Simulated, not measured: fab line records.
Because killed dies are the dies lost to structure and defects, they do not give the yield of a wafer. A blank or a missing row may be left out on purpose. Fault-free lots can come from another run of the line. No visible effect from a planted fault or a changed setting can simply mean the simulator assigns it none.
The tool behind it: which one? ; flow n5_finfet ; 10 lots (30 wafers sampled), 1 step of a 1938-step route

WHAT THE GAUGES READ, wafer by wafer
N5_BEOL_M4_RC_MEAS_101.
lot;measured;on;DIBL_N (mV/V)
L653;day 8 04:08;prober-02;35.6 35.5 35.9
L654;day 8 12:51;prober-02;37.0 37.4 35.8
L660;day 10 06:52;prober-02;37.2 35.3 35.9
L663;day 10 13:40;prober-01;35.9 35.2 35.7
L664;day 10 16:58;prober-02;36.5 33.9 35.3
L668;day 11 22:10;prober-01;35.8 36.7 33.9
L669;day 12 08:43;prober-02;38.3 36.2 36.1
L671;day 13 05:36;prober-01;35.7 35.8 34.8
L672;day 13 14:47;prober-01;34.5 35.3 32.4
L674;day 14 02:27;prober-01;34.8 35.9 35.1

WHICH TOOL RAN EACH LOT (tool, then ch and the chambers of the sampled wafers, then the start)
The record holds no process step before these readings.

THE ANSWER, worked out from the rows above alone
Rule: usual is defined by the lots themselves. Put in order of their means at a reading, lots are off if they are a third of the lots or fewer, leave a main group of 4 or more, and stand apart from it by a gap of 3 or more times the standard deviation of the main group's means; of several such gaps the widest counts. A main group is skipped when, at the precision printed for the reading in the tables above, its means are all equal. Also off: a lot with no number at a reading for which 4 or more lots have one. Any other lot the step has rows for is counted as sound.
None of the lots is off at any reading shown; this tells nothing.

WHAT THE SIMULATOR HAD PUT IN
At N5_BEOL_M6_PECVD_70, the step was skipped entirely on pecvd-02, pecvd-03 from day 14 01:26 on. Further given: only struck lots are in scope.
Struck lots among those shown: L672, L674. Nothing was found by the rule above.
